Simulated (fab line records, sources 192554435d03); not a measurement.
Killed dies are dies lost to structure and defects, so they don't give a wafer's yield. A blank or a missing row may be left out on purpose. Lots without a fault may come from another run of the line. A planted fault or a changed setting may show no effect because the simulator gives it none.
Chamber matching | flow n5_finfet | N5_BEOL_M5_PECVD_70 on pecvd-02: 3 sister chambers
The step deposits SiO2 from TEOS/O2, target thk 16 nm, time 18 s. 3 wafers are shown with their chamber, then 9 later ones without.

WAFERS WITH THEIR CHAMBER
wafer  | chamber | throttle_valve_pct (%)
L086.1 | 2       | 19.9
L086.2 | 0       | 22.5
L086.4 | 1       | 23.1

WAFERS WITHOUT THEIR CHAMBER
wafer  | throttle_valve_pct (%)
L089.1 | 22.3
L089.3 | 19.8
L089.4 | 20.3
L091.1 | 22.3
L091.4 | 22.3
L091.5 | 20.1
L097.1 | 23.0
L097.2 | 22.3
L097.3 | 19.9

WHICH CHAMBER EACH WENT THROUGH
wafer  | from the rows above     | in truth
L089.1 | 0                       | 0
L089.3 | 2                       | 2
L089.4 | 2                       | 2
L091.1 | 0                       | 0
L091.4 | 0                       | 0
L091.5 | 2                       | 2
L097.1 | can't be placed: 1 or 0 | 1
L097.2 | 0                       | 0
L097.3 | 2                       | 2
Placed correctly: 8 of 9. Can't be placed from these rows: 1 (the true chamber is among the candidates in 1). Placed wrongly: 0.
How it was worked out, from the rows above alone: a wafer's distance from a chamber is the root of the sum, over the readings, of the square of ((its reading less the chamber's mean) divided by the reading's scatter). The wafer belongs to the nearest chamber; if the next one is less than 2 further off, it can't be placed. A chamber's mean is the mean of its shown wafers. The scatter: with one shown wafer a chamber, the root of the mean of the squares of how far each hidden wafer lies from its nearest shown one.
